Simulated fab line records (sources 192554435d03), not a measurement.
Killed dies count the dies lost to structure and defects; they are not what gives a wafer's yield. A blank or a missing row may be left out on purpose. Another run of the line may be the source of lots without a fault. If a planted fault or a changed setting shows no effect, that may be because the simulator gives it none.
fab line records	flow n5-finfet	part 2 of 2: steps 15 to 15 of 15
[record] lots = 7	wafers = 20	last-day = 21
route steps=1938 shown BEOL_M10@1502 PASSIVATION@1936
lots that met no fault: taken from a fault-free run of the same line
start-h: hours from the record's first day to the start of the lot's first wafer shown	wait-h: hours since the lot's step before	" as in the row above	L1.1+2: one row covering several wafers at once	- no value present, or no start provided	* or withheld: withheld	< > ~ a bound
route shown NAME@n: NAME is a module with steps in the file, n the number in the route of the first one	usual: mean/standard deviation of fault-free wafers	same: alike in all rows	chamber/n: place in a boat	sites: the reading at each site	_std_site: standard deviation of those values	_edge_site: the outer-site mean with the inner-site mean subtracted	radius-mm: for every site, how far away it sits from the centre of the wafer	mask NAME#n: copy n	behind: tool/chamber where the wafer was last shaped	hold: why the lot went on hold/how many hours it stayed there/how the hold came to an end	device: the transistor (n, p or np) that didn't switch	end of line: at the end of the route, the tests of the same wafers	for a step that has no rows: nothing shown but its recipe	killed: dies that structure and defects cost at the first sort, which is not the same as the wafer's yield	map: the dies of a wafer, with x for killed, . for not killed, _ for no die there
set.NAME: setting as actually run; set.NAME@STEP: the setting as run at that earlier step	model.NAME: the simulator's own value behind a step, which no gauge read
a table for each step, a row for each wafer; lots at some steps of the route
services: from which hour (start-h, from the record's first day; less than 0 if before it) a tool's chamber was out of use, for how many hours, and why
[[steps]]
[step N5_PASSIVATION_PROBE_49]
[usual] defect-limited-yield = 91.1/1.4	killed_at_M0_to_M3 = 34/9.6	killed_at_M4_up = 15/5.3	killed-at-contacts = 12/6.1	killed-at-front-end = 40/11	killed-at-other = 3.5/2.8	killed-dies = 105/17	killed-open = 70/12	killed-short = 34/7.7	sort_bin_4_leakage = 0.01/0.07	sort_bin_5_function = 5.2/0.97	sort_bin_6_memory = 3.4/0.62	sort-n-pass = 1075/17	sort-yield-pct = 91.1/1.4
[same] gross-dies = 1180	killed-at-back-side = 0	sort_bin_8_speed[%] = 0
lot.wafer	tool	chamber	start-h	wait-h	defect-limited-yield[%]	killed_at_M0_to_M3	killed_at_M4_up	killed-at-contacts	killed-at-front-end	killed-at-other	killed-dies	killed-open	killed-short	sort_bin_4_leakage[%]	sort_bin_5_function[%]	sort_bin_6_memory[%]	sort-n-pass	sort-yield-pct[%]
L902.1	prober-02	-	384.78	0.0	91.9	33	16	4	41	2	96	60	34	0.17	4.9	2.7	1082	91.7
L902.2	prober-02	-	384.83	0.1	92.7	14	15	22	32	3	86	64	20	0	4.5	2.7	1094	92.7
L902.6	prober-02	-	385.03	0.3	92.0	40	9	13	32	0	94	56	35	0	4.3	3.4	1086	92.0
L911.3	prober-02	-	408.24	0.2	90.8	44	11	15	33	6	109	70	38	0	5.9	3.0	1071	90.8
L911.4	prober-02	-	408.29	0.3	90.1	41	16	15	37	8	117	78	37	0	6.9	2.5	1063	90.1
L911.6	prober-02	-	408.39	0.4	91.1	16	9	25	52	3	105	72	22	0	4.7	3.1	1075	91.1
L914.1	prober-01	-	433.44	0.0	91.9	29	17	10	36	3	95	71	24	0	4.3	3.6	1085	91.9
L914.2	prober-01	-	433.49	0.1	90.8	30	14	31	32	1	108	80	28	0	5.4	3.1	1072	90.8
L914.4	prober-01	-	433.59	0.2	93.7	35	14	9	16	0	74	57	15	0	3.7	2.2	1106	93.7
L912.2	prober-01	-	435.78	0.1	91.8	31	15	12	35	4	97	68	28	0	4.7	3.3	1083	91.8
L912.4	prober-01	-	435.88	0.2	92.8	35	15	5	27	3	85	58	27	0	4.7	2.5	1095	92.8
L912.6	prober-01	-	435.98	0.3	93.1	41	8	5	25	2	81	61	19	0	4.2	2.6	1099	93.1
L919.2	prober-02	-	449.90	0.1	91.6	21	13	7	55	3	99	74	25	0	4.6	3.5	1081	91.6
L919.3	prober-02	-	449.95	0.1	89.7	43	12	15	47	4	121	81	37	0	5.5	4.0	1059	89.7
L924.2	prober-02	-	501.38	0.3	91.2	31	15	9	46	3	104	73	30	0	5.1	3.5	1076	91.2
L924.3	prober-02	-	501.43	0.4	91.4	33	16	7	36	10	102	71	30	0	5.2	3.2	1078	91.4
L924.4	prober-02	-	501.48	0.4	91.9	30	17	8	38	3	96	65	30	0	4.8	3.2	1084	91.9
L925.1	prober-01	-	510.06	0.0	91.9	22	17	8	43	5	95	59	35	0	4.5	3.3	1085	91.9
L925.4	prober-01	-	510.21	0.2	93.0	23	16	14	25	5	83	61	22	0	4.2	2.6	1097	93.0
L925.5	prober-01	-	510.26	0.2	89.7	40	13	14	48	6	121	65	55	0	6.1	3.7	1059	89.7
// killed by level:class
L902.1 FIN_SAQP:geometric-particle:open=11 BEOL_M3:geometric-particle:open=11 FIN_SAQP:geometric-particle:short=6 BEOL_M0_SAQP:geometric-particle:short=5 BEOL_M5:geometric-particle:open=5 SPACER0:geometric-particle:open=4 SPACER0:geometric-particle:short=3 ILD0:geometric-particle:open=3
L902.2 MOL_CONTACT_COAG:geometric-particle:open=19 FIN_SAQP:geometric-particle:open=9 BEOL_M4:geometric-particle:open=5 DUMMY_GATE:geometric-particle:open=4 FIN_SAQP:geometric-particle:short=3 ILD0:geometric-particle:open=3 BEOL_M0:geometric-particle:open=3 BEOL_M3:geometric-particle:open=3
L902.6 MOL_CONTACT_COAG:geometric-particle:open=12 BEOL_M0_SAQP:geometric-particle:short=11 BEOL_M3:geometric-particle:open=10 BEOL_M0_SAQP:geometric-particle:open=5 BEOL_M1:geometric-particle:open=5 STI_FIN_REVEAL:geometric-particle:open=4 ILD0:geometric-particle:short=4 BEOL_M3:geometric-particle:short=4
L911.3 BEOL_M0_SAQP:geometric-particle:short=11 MOL_CONTACT_COAG:geometric-particle:open=10 BEOL_M1:geometric-particle:open=9 BEOL_M2:geometric-particle:open=9 STI_FIN_REVEAL:geometric-particle:open=8 BEOL_M0_SAQP:geometric-particle:open=8 GATE_CUT:geometric-particle:short=5 MOL_CONTACT_COAG:geometric-particle:short=5
L911.4 MOL_CONTACT_COAG:geometric-particle:open=10 BEOL_M0_SAQP:geometric-particle:open=9 BEOL_M2:geometric-particle:open=9 DUMMY_GATE:geometric-particle:open=8 BEOL_M1:geometric-particle:open=8 FIN_SAQP:geometric-particle:open=6 BEOL_M0_SAQP:geometric-particle:short=6 BEOL_M2:geometric-particle:short=6
L911.6 MOL_CONTACT_COAG:geometric-particle:open=19 STI_FIN_REVEAL:geometric-particle:open=14 FIN_SAQP:geometric-particle:open=9 HKMG_FIN:area-etch=9 BEOL_M0_SAQP:geometric-particle:open=7 MOL_CONTACT_COAG:geometric-particle:short=6 STARTING-WAFER:geometric-particle:short=4 BEOL_M2:geometric-particle:open=4
L914.1 STI_FIN_REVEAL:geometric-particle:open=11 BEOL_M3:geometric-particle:open=10 MOL_CONTACT_COAG:geometric-particle:open=8 BEOL_M4:geometric-particle:open=7 BEOL_M1:geometric-particle:open=7 FIN_SAQP:geometric-particle:open=4 GATE_CUT:geometric-particle:short=4 GATE_CUT:geometric-particle:open=4
L914.2 MOL_CONTACT_COAG:geometric-particle:open=28 BEOL_M3:geometric-particle:open=15 BEOL_M4:geometric-particle:open=9 GATE_CUT:geometric-particle:short=7 STI_FIN_REVEAL:geometric-particle:open=6 GATE_CUT:geometric-particle:open=5 STARTING-WAFER:geometric-particle:short=5 BEOL_M0_SAQP:geometric-particle:open=4
L914.4 BEOL_M3:geometric-particle:open=15 BEOL_M4:geometric-particle:open=9 MOL_CONTACT_COAG:geometric-particle:open=8 BEOL_M2:geometric-particle:open=8 BEOL_M3:geometric-particle:short=5 STARTING-WAFER:geometric-particle:open=4 FIN_SAQP:geometric-particle:open=2 FIN_SAQP:geometric-particle:short=2
L912.2 MOL_CONTACT_COAG:geometric-particle:open=9 BEOL_M3:geometric-particle:open=9 BEOL_M2:geometric-particle:open=7 BEOL_M5:geometric-particle:open=7 STARTING-WAFER:geometric-particle:open=6 FIN_SAQP:geometric-particle:short=5 DUMMY_GATE:geometric-particle:open=5 BEOL_M0_SAQP:geometric-particle:short=5
L912.4 BEOL_M2:geometric-particle:open=10 FIN_SAQP:geometric-particle:open=8 BEOL_M3:geometric-particle:open=7 BEOL_M0_SAQP:geometric-particle:short=6 BEOL_M4:geometric-particle:open=6 FIN_SAQP:geometric-particle:short=5 DUMMY_GATE:geometric-particle:open=5 MOL_CONTACT_COAG:geometric-particle:open=5
L912.6 BEOL_M3:geometric-particle:open=12 BEOL_M2:geometric-particle:open=9 BEOL_M0_SAQP:geometric-particle:open=8 FIN_SAQP:geometric-particle:short=6 FIN_SAQP:geometric-particle:open=5 MOL_CONTACT_COAG:geometric-particle:open=5 BEOL_M3:geometric-particle:short=5 BEOL_M4:geometric-particle:open=5
L919.2 STI_FIN_REVEAL:geometric-particle:open=18 FIN_SAQP:geometric-particle:open=16 MOL_CONTACT_COAG:geometric-particle:open=6 STARTING-WAFER:geometric-particle:short=6 FIN_SAQP:geometric-particle:short=5 BEOL_M0_SAQP:geometric-particle:short=5 STI_FIN_REVEAL:geometric-particle:short=4 DUMMY_GATE:geometric-particle:open=4
L919.3 BEOL_M0_SAQP:geometric-particle:open=16 MOL_CONTACT_COAG:geometric-particle:open=13 FIN_SAQP:geometric-particle:short=11 BEOL_M2:geometric-particle:open=9 STI_FIN_REVEAL:geometric-particle:open=8 FIN_SAQP:geometric-particle:open=7 BEOL_M0_SAQP:geometric-particle:short=7 BEOL_M3:geometric-particle:open=6
L924.2 STI_FIN_REVEAL:geometric-particle:open=21 FIN_SAQP:geometric-particle:open=8 MOL_CONTACT_COAG:geometric-particle:open=8 BEOL_M0_SAQP:geometric-particle:short=8 BEOL_M4:geometric-particle:open=7 BEOL_M2:geometric-particle:open=6 BEOL_M1:geometric-particle:open=5 FIN_SAQP:geometric-particle:short=4
L924.3 FIN_SAQP:geometric-particle:open=8 BEOL_M4:geometric-particle:open=8 FIN_SAQP:geometric-particle:short=7 BEOL_M3:geometric-particle:open=7 STI_FIN_REVEAL:geometric-particle:open=6 BEOL_M0:geometric-particle:open=6 BEOL_M2:geometric-particle:open=6 SPACER0:geometric-particle:open=5
L924.4 STI_FIN_REVEAL:geometric-particle:open=9 BEOL_M4:geometric-particle:open=9 BEOL_M0_SAQP:geometric-particle:short=7 BEOL_M2:geometric-particle:open=7 FIN_SAQP:geometric-particle:short=6 FIN_SAQP:geometric-particle:open=5 DUMMY_GATE:geometric-particle:open=5 STI_FIN_REVEAL:geometric-particle:short=4
L925.1 STI_FIN_REVEAL:geometric-particle:open=11 GATE_CUT:geometric-particle:short=9 MOL_CONTACT_COAG:geometric-particle:open=7 BEOL_M4:geometric-particle:open=7 FIN_SAQP:geometric-particle:open=6 BEOL_M1:geometric-particle:open=5 BEOL_M0_SAQP:geometric-particle:open=4 BEOL_M2:geometric-particle:open=4
L925.4 MOL_CONTACT_COAG:geometric-particle:open=13 BEOL_M0_SAQP:geometric-particle:open=10 STI_FIN_REVEAL:geometric-particle:open=7 BEOL_M2:geometric-particle:open=6 BEOL_M4:geometric-particle:open=5 DUMMY_GATE:geometric-particle:open=4 GATE_CUT:geometric-particle:short=4 BEOL_M0_SAQP:geometric-particle:short=4
L925.5 BEOL_M0_SAQP:geometric-particle:short=10 FIN_SAQP:geometric-particle:short=9 MOL_CONTACT_COAG:geometric-particle:open=8 STI_FIN_REVEAL:geometric-particle:open=7 FIN_SAQP:geometric-particle:open=6 MOL_CONTACT_COAG:geometric-particle:short=6 BEOL_M0:geometric-particle:open=5 BEOL_M2:geometric-particle:open=5
[[services]]
tool	chamber	start-h	hours	kind
rie-diel-01	1	310.36	2.1	repair
rie-diel-04	2	339.41	7.8	repair
rie-diel-01	2	354.43	-	clean
rie-diel-01	2	354.43	-	consumable-replace:focus-ring
rie-diel-01	2	354.43	23.2	scheduled-down
rie-diel-01	2	354.43	23.2	vent-cycle
rie-diel-05	0	359.21	8.0	repair
rie-diel-01	3	377.91	-	clean
rie-diel-01	3	377.91	-	consumable-replace:focus-ring
rie-diel-01	3	377.91	30.8	scheduled-down
rie-diel-01	3	377.91	30.8	vent-cycle
rie-diel-05	-	410.63	0.9	repair
rie-diel-01	3	432.33	4.8	repair
rie-diel-05	1	452.35	1.3	repair
